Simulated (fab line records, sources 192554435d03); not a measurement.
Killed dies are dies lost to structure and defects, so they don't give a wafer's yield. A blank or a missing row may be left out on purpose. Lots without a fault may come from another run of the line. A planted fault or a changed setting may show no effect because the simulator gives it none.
Split-lot experiment | flow n5_finfet | 7 lots, 21 wafers read, on a route of 1938 steps

THE SPLIT
At N5_BEOL_M2_COAT_67 (time 60 s, resist thk 60 nm), the setting spin_rpm was moved away from the recipe's 1500 rpm on 7 of the 21 wafers read, by +8.8% to +10.7%. The other wafers ran this setting at the recipe's value.

FROM THE SPLIT TO THE READING: what the file shows between them, 11 steps
- N5_BEOL_M2_COAT_22: resist thk 30 nm (also split here: spin_rpm)
- N5_BEOL_M2_EBR_24
- N5_BEOL_M2_SOFTBAKE_23: time 60 s
- N5_BEOL_M2_EXPOSE_25: exposes mask V1, defocus 5 nm
- N5_BEOL_M2_PEB_26: peb time 60 s
- N5_BEOL_M2_DEVELOP_27: develop time 30 s
- N5_BEOL_M2_DESCUM_33: chemistry O2, time 7 s
- N5_BEOL_M2_ETCH_77: etches underlayer in N2/H2, target depth 6.5 nm, time 5.2 s
- N5_BEOL_M2_ETCH_69: etches SiARC in CF4, target depth 15.6 nm, time 26 s
- N5_BEOL_M2_ALD_98: deposits SiO2, target thk 2.5 nm, pulse time 1 s, co reactant pulse time 1 s
- N5_BEOL_M2_ETCHBACK_99: etches SiO2 in CHF3, target depth 5 nm, time 10.4 s

THE READING
etch.depth_nm (the simulator's own value, which no gauge read), in nm, at N5_BEOL_M2_ETCH_70 (etches SOC in N2/H2, target depth 80 nm, overetch 24 nm, time 130 s). The file gives no usual value for it. The 14 wafers here that ran the recipe average 60.04 nm, standard deviation 0.19 nm.

wafer  | tool, chamber at the split | spin_rpm as run, rpm | against the recipe | etch.depth_nm, nm | against lot-mates on the recipe
L075.1 | litho_track-05, 0          | 1500                 | recipe             | 59.83             | -
L075.2 | litho_track-05, 0          | 1642                 | +9.5%              | 57.38             | -2.46
L075.6 | litho_track-05, 0          | 1500                 | recipe             | 59.85             | -
L083.1 | litho_track-03, 0          | 1632                 | +8.8%              | 57.52             | -2.41
L083.3 | litho_track-03, 0          | 1500                 | recipe             | 59.87             | -
L083.5 | litho_track-03, 0          | 1500                 | recipe             | 59.99             | -
L091.1 | litho_track-05, 0          | 1500                 | recipe             | 59.78             | -
L091.2 | litho_track-05, 0          | 1500                 | recipe             | 59.95             | -
L091.3 | litho_track-05, 0          | 1500                 | recipe             | 59.88             | -
L092.1 | litho_track-03, 0          | 1500                 | recipe             | 60.1              | -
L092.3 | litho_track-03, 0          | 1500                 | recipe             | 60.18             | -
L092.4 | litho_track-03, 0          | 1660                 | +10.7%             | 57.32             | -2.82
L095.3 | litho_track-03, 0          | 1500                 | recipe             | 59.96             | -
L095.4 | litho_track-03, 0          | 1652                 | +10.1%             | 57.17             | -2.79
L095.5 | litho_track-03, 0          | 1652                 | +10.1%             | 57.26             | -2.70
L096.1 | litho_track-02, 0          | 1500                 | recipe             | 60.39             | -
L096.4 | litho_track-02, 0          | 1500                 | recipe             | 60.2              | -
L096.5 | litho_track-02, 0          | 1500                 | recipe             | 60.35             | -
L097.1 | litho_track-05, 0          | 1638                 | +9.2%              | 57.57             | -2.65
L097.4 | litho_track-05, 0          | 1638                 | +9.2%              | 57.53             | -2.69
L097.6 | litho_track-05, 0          | 1500                 | recipe             | 60.22             | -

THE FIT
A straight line over all 21 wafers: etch.depth_nm changes by -0.273 nm for each +1% of spin_rpm; r = -0.99; the points scatter about the line by 0.18 nm.
The same after taking each lot's own level away (the mean of its wafers on the recipe; 21 wafers): -0.273 nm for each +1%; r = -1.00; scatter 0.081 nm.
On that fit, the largest move of spin_rpm shifts the reading by 2.9 nm.
The lots' own levels span 59.840 to 60.313 nm, that is 2.5 times the standard deviation above.
So the lot-to-lot level changes the slope little: the two slopes agree.
Check: with one of the wafers moved furthest among these (+10.7%) left out of the fit, the line predicts -2.94 nm for it against its lot-mates. It came out at -2.82 nm against them.

OTHER SPLITS ON THESE WAFERS
These wafers also went through other splits before the reading. Each is held against what the fit with the lots' levels taken away leaves over:
other split on the same wafers  | wafers away from the commonest value | r with etch.depth_nm (lot level and that fit taken away)
N5_BEOL_M0_SAQP_PECVD_03 time_s | 6                                    | +0.66
N5_BEOL_M0_ETCH_138 source_w    | 8                                    | +0.25
N5_BEOL_M1_ILD_DEP_00 time_s    | 7                                    | -0.08
N5_BEOL_M1_PECVD_72 time_s      | 7                                    | +0.33
N5_BEOL_M2_COAT_22 spin_rpm     | 6                                    | +0.23

THE WHOLE CHAIN: every reading that the file lists as answering this split, in the file's order
step               | what it does                                                        | reading                                                                        | change (the file's fit)               | r (the file's)
N5_BEOL_M2_COAT_67 | time 60 s, resist thk 60 nm                                         | SOC_of_BEOL_M2_COAT_67.thk_nm (the simulator's own value, which no gauge read) | -0.265 nm for each +1% of the setting | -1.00
N5_BEOL_M2_ETCH_70 | etches SOC in N2/H2, target depth 80 nm, overetch 24 nm, time 130 s | etch.depth_nm (the simulator's own value, which no gauge read)                 | -0.271 nm for each +1% of the setting | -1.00

THE FILE'S OWN FIT
etch.depth_nm changes by -0.271 nm for each +1% of spin_rpm, r = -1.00.
